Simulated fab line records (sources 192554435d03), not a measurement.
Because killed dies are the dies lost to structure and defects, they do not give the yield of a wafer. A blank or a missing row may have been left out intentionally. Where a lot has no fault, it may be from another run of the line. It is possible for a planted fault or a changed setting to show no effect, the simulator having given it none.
Chamber matching    flow n5-finfet    N5_BEOL_M4_STRIP_36 on rie-diel-01 has 4 sister chambers
The step strips in N2/H2. 4 wafers are shown with their chamber, then 11 later ones without.

## WAFERS, EACH WITH ITS CHAMBER
wafer   chamber  showerhead-plenum-p-Torr (Torr)
L900.3  3        2.68
L902.1  2        2.47
L902.4  1        2.48
L904.2  0        2.48

## WAFERS WITH NO CHAMBER GIVEN
wafer   showerhead-plenum-p-Torr (Torr)
L904.4  2.46
L904.5  2.48
L906.2  2.48
L906.4  2.68
L906.5  2.46
L908.1  2.47
L908.2  2.67
L908.5  2.47
L917.1  2.66
L917.3  2.47
L917.6  2.45

## CHAMBER TAKEN BY EACH
wafer   from the rows above           in truth
L904.4  can't be placed: 2 or 0 or 1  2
L904.5  can't be placed: 0 or 1 or 2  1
L906.2  can't be placed: 0 or 1 or 2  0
L906.4  3                             3
L906.5  can't be placed: 2 or 0 or 1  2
L908.1  can't be placed: 2 or 0 or 1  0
L908.2  3                             3
L908.5  can't be placed: 2 or 0 or 1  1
L917.1  3                             3
L917.3  can't be placed: 2 or 0 or 1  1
L917.6  can't be placed: 2 or 0 or 1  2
Placed correctly: 3 of 11. Can't be placed from these rows: 8 (the true chamber is among the candidates in 8). Placed wrongly: 0.
How it was worked out, from the rows above alone: a wafer's distance from a chamber is the root of the sum, over the readings, of the square of ((its reading less the chamber's mean) divided by the reading's scatter). The wafer belongs to the nearest chamber; if the next one is less than 2 further off, it can't be placed. Each chamber's mean is taken over the wafers shown for it. The scatter (one wafer shown for each chamber): square how far every hidden wafer sits from the nearest shown wafer, average those squares and take the square root.
